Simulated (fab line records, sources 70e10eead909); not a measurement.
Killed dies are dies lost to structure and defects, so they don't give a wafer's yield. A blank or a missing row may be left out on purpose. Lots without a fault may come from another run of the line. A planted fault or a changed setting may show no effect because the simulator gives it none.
Which tool did it? | flow nand_harc | 24 lots, 72 wafers sampled, at 6 steps of a route of 1302

WHAT THE GAUGES READ, wafer by wafer
NHARC_P_M1_CD_MEAS_09: target cd 130 nm.
lot  | measured     | on        | cd_nm (nm)
L074 | day 6 01:52  | cd_sem-02 | 130.5 130.0 130.2
L075 | day 6 14:44  | cd_sem-02 | 130.2 129.5 129.8
L076 | day 6 22:52  | cd_sem-03 | 130.2 130.1 129.1
L077 | day 7 08:48  | cd_sem-02 | 129.7 128.9 129.6
L078 | day 7 21:48  | cd_sem-03 | 130.9 131.1 130.6
L079 | day 8 07:18  | cd_sem-03 | 130.0 129.0 130.4
L080 | day 8 21:25  | cd_sem-02 | 129.2 130.0 128.4
L081 | day 9 05:01  | cd_sem-02 | 130.5 129.2 130.4
L082 | day 9 19:52  | cd_sem-03 | 129.3 130.0 130.6
L083 | day 10 07:04 | cd_sem-01 | 130.2 130.5 130.0
L084 | day 10 16:16 | cd_sem-02 | 129.9 130.1 128.8
L085 | day 11 00:49 | cd_sem-03 | 129.6 130.0 130.1
L086 | day 11 07:25 | cd_sem-03 | 128.3 129.3 129.5
L088 | day 12 11:21 | cd_sem-03 | 130.2 130.1 129.7
L087 | day 12 11:53 | cd_sem-01 | 129.7 128.0 129.9
L089 | day 12 13:19 | cd_sem-02 | 130.0 130.3 129.8
L090 | day 12 22:03 | cd_sem-01 | 130.1 129.4 128.9
L091 | day 13 06:53 | cd_sem-03 | 128.9 129.8 129.2
L092 | day 13 21:43 | cd_sem-03 | 130.3 129.4 129.2
L093 | day 14 09:22 | cd_sem-02 | 129.7 130.1 129.4
L094 | day 14 19:48 | cd_sem-01 | 129.6 130.6 130.5
L095 | day 14 21:48 | cd_sem-01 | 131.6 130.1 130.3
L096 | day 15 15:11 | cd_sem-01 | 129.6 129.7 130.4
L097 | day 15 23:40 | cd_sem-02 | 128.9 129.9 130.5

NHARC_P_M1_INSPECT_27.
lot  | measured     | on                | raw_defect_count
L074 | day 6 04:41  | defect_inspect-01 | 165 261 127
L075 | day 6 17:31  | defect_inspect-01 | 131 332 129
L076 | day 7 01:43  | defect_inspect-02 | 277 346 317
L077 | day 7 11:36  | defect_inspect-01 | 194 235 206
L078 | day 8 00:33  | defect_inspect-01 | 354 356 374
L079 | day 8 10:08  | defect_inspect-01 | 628 257 435
L080 | day 9 00:12  | defect_inspect-02 | 317 283 271
L081 | day 9 07:48  | defect_inspect-02 | 370 270 565
L082 | day 9 22:38  | defect_inspect-01 | 225 156 237
L083 | day 10 10:41 | defect_inspect-02 | 328 291 281
L084 | day 10 19:09 | defect_inspect-01 | 382 285 645
L085 | day 11 03:40 | defect_inspect-02 | 251 311 495
L086 | day 11 10:14 | defect_inspect-01 | 395 615 411
L088 | day 12 14:07 | defect_inspect-02 | 581 395 462
L087 | day 12 14:38 | defect_inspect-02 | 327 178 531
L089 | day 12 16:04 | defect_inspect-01 | 257 214 157
L090 | day 13 00:49 | defect_inspect-02 | 252 249 220
L091 | day 13 09:47 | defect_inspect-01 | 204 167 357
L092 | day 14 00:33 | defect_inspect-02 | 212 285 195
L093 | day 14 12:37 | defect_inspect-02 | 183 314 276
L094 | day 14 22:33 | defect_inspect-01 | 312 333 156
L095 | day 15 01:41 | defect_inspect-02 | 252 190 308
L096 | day 15 17:56 | defect_inspect-02 | 284 494 221
L097 | day 16 02:29 | defect_inspect-02 | 342 312 217

NHARC_P_M2_THK_MEAS_24: measures by xrf.
lot  | measured     | on            | thk_nm (nm)
L074 | day 6 08:44  | film_metro-01 | 142.3 143.9 142.4
L075 | day 6 21:31  | film_metro-01 | 143.9 144.6 143.2
L076 | day 7 05:45  | film_metro-01 | 144.2 146.0 146.6
L077 | day 7 15:35  | film_metro-01 | 144.3 142.7 143.6
L078 | day 8 04:35  | film_metro-01 | 144.0 143.7 142.2
L079 | day 8 14:16  | film_metro-01 | 142.5 144.6 141.4
L080 | day 9 04:23  | film_metro-02 | 143.5 144.9 146.1
L081 | day 9 12:00  | film_metro-02 | 144.4 143.0 143.8
L082 | day 10 02:38 | film_metro-02 | 143.4 143.2 141.9
L083 | day 10 14:57 | film_metro-02 | 144.2 141.4 142.8
L084 | day 10 23:07 | film_metro-01 | 145.5 145.3 143.3
L085 | day 11 07:39 | film_metro-02 | 143.2 146.6 147.9
L086 | day 11 14:13 | film_metro-02 | 147.2 143.7 146.4
L088 | day 12 18:38 | film_metro-01 | 142.2 141.5 145.0
L087 | day 12 18:41 | film_metro-01 | 143.7 143.6 142.8
L089 | day 12 20:15 | film_metro-01 | 142.8 143.6 146.5
L090 | day 13 04:55 | film_metro-02 | 144.5 144.3 145.1
L091 | day 13 13:40 | film_metro-01 | 143.8 142.4 143.2
L092 | day 14 05:03 | film_metro-01 | 142.1 144.6 144.0
L093 | day 14 16:49 | film_metro-01 | 146.3 144.9 148.1
L094 | day 15 02:29 | film_metro-02 | 146.6 144.2 140.8
L095 | day 15 05:37 | film_metro-01 | 141.6 146.1 142.0
L096 | day 15 21:49 | film_metro-01 | 143.5 145.1 143.7
L097 | day 16 06:28 | film_metro-02 | 145.5 143.8 147.2

WHICH TOOL RAN EACH LOT (tool, then ch and the chambers of the sampled wafers, then the start)
lot  | NHARC_P_M2_DESCUM_14               | NHARC_P_M2_ETCH_35                 | NHARC_P_M2_STRIP_18
L074 | rie_diel-05 ch 0,2,3, day 6 06:17  | rie_diel-05 ch 0,3, day 6 06:22    | rie_diel-03 ch 1,2, day 6 06:40
L075 | rie_diel-03 ch 2,3, day 6 19:05    | rie_diel-03 ch 1,2, day 6 19:10    | rie_diel-05 ch 1,2, day 6 19:31
L076 | rie_diel-03 ch 0,1,2, day 7 03:17  | rie_diel-03 ch 0,2,3, day 7 03:22  | rie_diel-05 ch 0,1,2, day 7 03:40
L077 | rie_diel-03 ch 0,1,2, day 7 13:11  | rie_diel-03 ch 0,2,3, day 7 13:16  | rie_diel-03 ch 0,2,3, day 7 13:34
L078 | rie_diel-05 ch 0,2,3, day 8 02:09  | rie_diel-05 ch 1,2,3, day 8 02:13  | rie_diel-05 ch 0,2, day 8 02:33
L079 | rie_diel-10 ch 1,3, day 8 11:43    | rie_diel-10 ch 0,1,3, day 8 11:49  | rie_diel-03 ch 0,3, day 8 12:08
L080 | rie_diel-05 ch 0,2,3, day 9 01:58  | rie_diel-05 ch 0,1,2, day 9 02:03  | rie_diel-05 ch 0,3, day 9 02:21
L081 | rie_diel-05 ch 0,1,3, day 9 09:23  | rie_diel-05 ch 1,2,3, day 9 09:28  | rie_diel-10 ch 1,3, day 9 09:46
L082 | rie_diel-03 ch 0,2, day 10 00:13   | rie_diel-03 ch 2,3, day 10 00:18   | rie_diel-05 ch 0,1,3, day 10 00:35
L083 | rie_diel-03 ch 0,1, day 10 12:25   | rie_diel-03 ch 0,1,2, day 10 12:29 | rie_diel-10 ch 2,3, day 10 12:53
L084 | rie_diel-03 ch 0,2, day 10 20:35   | rie_diel-03 ch 2,3, day 10 20:41   | rie_diel-10 ch 1,2, day 10 20:58
L085 | rie_diel-03 ch 0,1,2, day 11 05:15 | rie_diel-03 ch 0,1,2, day 11 05:20 | rie_diel-05 ch 1,3, day 11 05:38
L086 | rie_diel-10 ch 0,2,3, day 11 11:48 | rie_diel-10 ch 1,3, day 11 11:53   | rie_diel-05 ch 0,1,2, day 11 12:10
L088 | rie_diel-05 ch 0,1,2, day 12 15:41 | rie_diel-05 ch 0,1,3, day 12 15:46 | rie_diel-10 ch 1,2,3, day 12 16:05
L087 | rie_diel-05 ch 1,2,3, day 12 16:15 | rie_diel-05 ch 0,1,2, day 12 16:19 | rie_diel-03 ch 0,2, day 12 16:37
L089 | rie_diel-10 ch 1,2, day 12 17:40   | rie_diel-10 ch 0,1,2, day 12 17:46 | rie_diel-05 ch 1,2, day 12 18:07
L090 | rie_diel-03 ch 0,1,3, day 13 02:23 | rie_diel-03 ch 1,3, day 13 02:29   | rie_diel-03 ch 0,3, day 13 02:50
L091 | rie_diel-05 ch 1,2,3, day 13 11:16 | rie_diel-05 ch 0,1,3, day 13 11:20 | rie_diel-03 ch 0,2,3, day 13 11:40
L092 | rie_diel-03 ch 0,1,3, day 14 02:09 | rie_diel-03 ch 2,3, day 14 02:13   | rie_diel-05 ch 0,1, day 14 03:01
L093 | rie_diel-03 ch 0,2,3, day 14 14:23 | rie_diel-03 ch 0,1,2, day 14 14:28 | rie_diel-10 ch 0,1,2, day 14 14:49
L094 | rie_diel-10 ch 1,2,3, day 15 00:01 | rie_diel-10 ch 0,3, day 15 00:04   | rie_diel-03 ch 1,2,3, day 15 00:28
L095 | rie_diel-10 ch 0,2,3, day 15 03:08 | rie_diel-10 ch 0,1,2, day 15 03:13 | rie_diel-03 ch 1,2,3, day 15 03:33
L096 | rie_diel-03 ch 1,2,3, day 15 19:25 | rie_diel-03 ch 2,3, day 15 19:29   | rie_diel-05 ch 0,3, day 15 19:48
L097 | rie_diel-03 ch 0,1,2, day 16 04:04 | rie_diel-03 ch 1,2, day 16 04:08   | rie_diel-05 ch 0,2, day 16 04:28
- NHARC_P_M2_DESCUM_14: chemistry O2, time 3 s.
- NHARC_P_M2_ETCH_35: etches the open film in N2/H2, target depth 40 nm, overetch 12 nm, time 43.94 s.
- NHARC_P_M2_STRIP_18: strips in N2/H2.

WHAT THE TOOLS THEMSELVES READ (means of the sampled wafers that have a number; where no wafer has one, the mark that the record gives instead)
NHARC_P_M2_DESCUM_14.
lot  | tool        | drypump_motor_current_A (A) | oes_product_au (a.u.) | rf_vpp_V (V) | showerhead_plenum_p_Torr (Torr) | throttle_valve_pct (%)
L074 | rie_diel-05 | 5.7                         | 0.990                 | 57.3         | 1.89                            | 11.313
L075 | rie_diel-03 | 5.6                         | 0.987                 | 58.3         | 1.86                            | 11.305
L076 | rie_diel-03 | 5.6                         | 0.998                 | 58.1         | 1.94                            | 11.317
L077 | rie_diel-03 | 5.6                         | 0.999                 | 58.3         | 1.94                            | 11.297
L078 | rie_diel-05 | 5.8                         | 1.000                 | 57.7         | 1.89                            | 11.312
L079 | rie_diel-10 | 6.0                         | 1.008                 | 57.5         | 1.96                            | 11.314
L080 | rie_diel-05 | 5.8                         | 0.995                 | 58.3         | 1.89                            | 11.308
L081 | rie_diel-05 | 5.9                         | 0.987                 | 57.2         | 1.87                            | 11.316
L082 | rie_diel-03 | 5.5                         | 0.989                 | 57.5         | 1.99                            | 11.311
L083 | rie_diel-03 | 5.6                         | 1.002                 | 58.6         | 1.95                            | 11.307
L084 | rie_diel-03 | 5.6                         | 0.995                 | 57.8         | 1.92                            | 11.311
L085 | rie_diel-03 | 5.6                         | 1.003                 | 58.3         | 1.94                            | 11.310
L086 | rie_diel-10 | 5.5                         | 1.014                 | 58.6         | 2.01                            | 11.307
L088 | rie_diel-05 | 5.7                         | 0.996                 | 57.4         | 1.90                            | 11.315
L087 | rie_diel-05 | 6.1                         | 0.986                 | 57.4         | 1.93                            | 11.314
L089 | rie_diel-10 | 6.3                         | 1.003                 | 58.6         | 2.02                            | 11.304
L090 | rie_diel-03 | 5.5                         | 0.998                 | 58.1         | 1.93                            | 11.313
L091 | rie_diel-05 | 6.1                         | 0.982                 | 58.6         | 1.93                            | 11.311
L092 | rie_diel-03 | 5.5                         | 0.998                 | 57.2         | 1.93                            | 11.324
L093 | rie_diel-03 | 5.4                         | 0.988                 | 58.1         | 1.92                            | 11.306
L094 | rie_diel-10 | 6.0                         | 1.014                 | 58.3         | 2.00                            | 11.311
L095 | rie_diel-10 | 5.6                         | 1.007                 | 58.7         | 2.01                            | 11.301
L096 | rie_diel-03 | 5.6                         | 0.984                 | 58.0         | 1.87                            | 11.311
L097 | rie_diel-03 | 5.6                         | 0.984                 | 57.5         | 1.94                            | 11.311

NHARC_P_M2_ETCH_35.
lot  | tool        | drypump_motor_current_A (A) | oes_product_au (a.u.) | rf_vpp_V (V) | showerhead_plenum_p_Torr (Torr) | throttle_valve_pct (%)
L074 | rie_diel-05 | 6.0                         | 0.998                 | 429.2        | 1.98                            | 14.179
L075 | rie_diel-03 | 5.7                         | 0.998                 | 429.8        | 2.00                            | 14.176
L076 | rie_diel-03 | 5.5                         | 1.005                 | 430.6        | 2.05                            | 14.165
L077 | rie_diel-03 | 5.5                         | 0.994                 | 430.6        | 2.05                            | 14.169
L078 | rie_diel-05 | 6.1                         | 0.994                 | 430.8        | 2.06                            | 14.172
L079 | rie_diel-10 | 5.9                         | 1.005                 | 434.1        | 2.14                            | 14.164
L080 | rie_diel-05 | 5.8                         | 0.984                 | 430.2        | 2.03                            | 14.168
L081 | rie_diel-05 | 6.1                         | 0.997                 | 430.7        | 2.06                            | 14.166
L082 | rie_diel-03 | 5.5                         | 0.984                 | 429.9        | 1.98                            | 14.167
L083 | rie_diel-03 | 5.6                         | 1.000                 | 431.4        | 2.07                            | 14.172
L084 | rie_diel-03 | 5.4                         | 0.989                 | 428.4        | 1.98                            | 14.171
L085 | rie_diel-03 | 5.6                         | 0.994                 | 430.8        | 2.07                            | 14.171
L086 | rie_diel-10 | 6.3                         | 0.998                 | 432.3        | 2.12                            | 14.171
L088 | rie_diel-05 | 6.0                         | 0.990                 | 429.1        | 1.99                            | 14.175
L087 | rie_diel-05 | 5.8                         | 0.990                 | 430.6        | 2.03                            | 14.178
L089 | rie_diel-10 | 5.9                         | 1.012                 | 432.4        | 2.17                            | 14.171
L090 | rie_diel-03 | 5.5                         | 0.984                 | 429.9        | 1.99                            | 14.166
L091 | rie_diel-05 | 6.0                         | 0.994                 | 430.0        | 1.99                            | 14.167
L092 | rie_diel-03 | 5.5                         | 0.991                 | 428.7        | 1.98                            | 14.164
L093 | rie_diel-03 | 5.6                         | 0.999                 | 431.3        | 2.06                            | 14.171
L094 | rie_diel-10 | 5.6                         | 1.020                 | 432.1        | 2.11                            | 14.162
L095 | rie_diel-10 | 5.9                         | 1.006                 | 434.6        | 2.17                            | 14.165
L096 | rie_diel-03 | 5.6                         | 0.997                 | 427.9        | 1.98                            | 14.181
L097 | rie_diel-03 | 5.7                         | 0.989                 | 429.7        | 1.99                            | 14.171

NHARC_P_M2_STRIP_18.
lot  | tool        | drypump_motor_current_A (A) | oes_product_au (a.u.) | rf_vpp_V (V) | showerhead_plenum_p_Torr (Torr) | throttle_valve_pct (%)
L074 | rie_diel-03 | 5.7                         | 0.998                 | 90.0         | 2.00                            | 14.174
L075 | rie_diel-05 | 5.9                         | 0.979                 | 91.3         | 2.10                            | 14.178
L076 | rie_diel-05 | 5.8                         | 0.990                 | 91.3         | 2.03                            | 14.165
L077 | rie_diel-03 | 5.5                         | 0.990                 | 89.9         | 2.05                            | 14.165
L078 | rie_diel-05 | 5.6                         | 0.990                 | 91.1         | 2.05                            | 14.169
L079 | rie_diel-03 | 5.4                         | 0.985                 | 91.0         | 2.12                            | 14.176
L080 | rie_diel-05 | 5.6                         | 1.002                 | 89.6         | 1.95                            | 14.170
L081 | rie_diel-10 | 6.0                         | 1.015                 | 91.5         | 2.10                            | 14.163
L082 | rie_diel-05 | 6.0                         | 0.984                 | 90.9         | 1.99                            | 14.168
L083 | rie_diel-10 | 5.6                         | 1.013                 | 90.9         | 2.11                            | 14.180
L084 | rie_diel-10 | 6.3                         | 0.995                 | 90.8         | 2.16                            | 14.171
L085 | rie_diel-05 | 6.3                         | 0.986                 | 90.9         | 2.02                            | 14.161
L086 | rie_diel-05 | 5.8                         | 1.001                 | 90.5         | 2.03                            | 14.160
L088 | rie_diel-10 | 6.0                         | 1.006                 | 90.8         | 2.13                            | 14.175
L087 | rie_diel-03 | 5.5                         | 0.987                 | 90.8         | 2.11                            | 14.175
L089 | rie_diel-05 | 5.9                         | 0.986                 | 92.1         | 2.09                            | 14.177
L090 | rie_diel-03 | 5.4                         | 0.986                 | 90.5         | 2.04                            | 14.175
L091 | rie_diel-03 | 5.5                         | 1.000                 | 90.0         | 2.05                            | 14.175
L092 | rie_diel-05 | 5.9                         | 0.984                 | 90.5         | 2.01                            | 14.176
L093 | rie_diel-10 | 5.9                         | 1.014                 | 91.9         | 2.17                            | 14.174
L094 | rie_diel-03 | 5.6                         | 0.988                 | 90.4         | 1.99                            | 14.178
L095 | rie_diel-03 | 5.6                         | 0.988                 | 89.9         | 1.99                            | 14.173
L096 | rie_diel-05 | 5.6                         | 1.007                 | 89.6         | 1.94                            | 14.171
L097 | rie_diel-05 | 5.4                         | 1.007                 | 90.2         | 1.98                            | 14.174

THE ANSWER, worked out from the rows above alone
Rule: what is usual is taken from the lots themselves. Put in order of their means at a reading, lots are off if they are a third of the lots or fewer, leave a main group of 4 or more, and stand apart from it by a gap of 3 or more times the standard deviation of the main group's means; of several such gaps the widest counts. A main group whose means are all the same, to the digits that the tables above print for the reading, isn't used. A lot without any number at a reading at which 4 lots or more have one is off too. The other lots that the step has rows for count as sound. The gauges are gone through in route order, then the tools' own readings, and for those a lot's mean is taken as printed above. The first step at which some lot is off is used, and at that step the reading that is off furthest; a lot without a number counts as furthest.
No lot is off at any reading shown: from this, nothing can be told.

WHAT THE SIMULATOR HAD PUT IN
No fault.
